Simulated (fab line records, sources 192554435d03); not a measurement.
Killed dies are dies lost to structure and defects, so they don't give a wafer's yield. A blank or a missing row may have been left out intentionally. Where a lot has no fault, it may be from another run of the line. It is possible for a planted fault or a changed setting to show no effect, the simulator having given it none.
What tool caused it? | flow n5-finfet | route of 1938 steps, sampled at 1 step: 12 lots, 36 wafers

== WHAT EACH GAUGE READ, for each wafer ==
N5_BEOL_M9_CD_MEAS_35: target cd 70 nm, target cd y 40 nm.
lot  | measured     | on        | cd-nm (nm)
L075 | day 9 22:26  | cd-sem-01 | 71.4 71.2 70.5
L077 | day 10 16:08 | cd-sem-03 | 69.7 69.6 69.1
L079 | day 10 23:52 | cd-sem-01 | 70.4 70.5 70.1
L080 | day 11 09:13 | cd-sem-01 | 69.8 69.5 70.4
L083 | day 11 19:23 | cd-sem-03 | 70.0 70.3 69.1
L085 | day 12 11:56 | cd-sem-03 | 69.5 69.4 70.0
L087 | day 13 07:35 | cd-sem-02 | 71.3 71.0 69.7
L089 | day 13 11:03 | cd-sem-01 | 70.8 69.9 70.7
L091 | day 13 16:33 | cd-sem-01 | 69.2 69.8 69.4
L093 | day 14 15:46 | cd-sem-03 | 69.4 69.7 70.0
L094 | day 15 08:29 | cd-sem-01 | 69.8 70.0 69.5
L097 | day 16 07:41 | cd-sem-03 | 69.6 69.5 69.4

== WHICH TOOL RAN EACH LOT (tool, then ch and the chambers of the sampled wafers, then the start) ==
No process step before these readings appears in the record.

== THE ANSWER, worked out from the rows above alone ==
Rule: the usual values come from the lots themselves. The widest of any qualifying gaps counts: lots, ordered by their means at a reading, are off when they make up no more than a third of the lots, leave a main group of 4 or more, and stand apart from it by 3 or more times the standard deviation of that group's means. Not used: any main group whose means are identical at the precision the tables above print for the reading. A lot without any number at a reading at which 4 lots or more have one is off too. Where the step has rows for the other lots, those lots are counted as sound.
Nothing can be told from this: no lot is off at any reading shown.

== WHAT THE SIMULATOR HAD PUT IN ==
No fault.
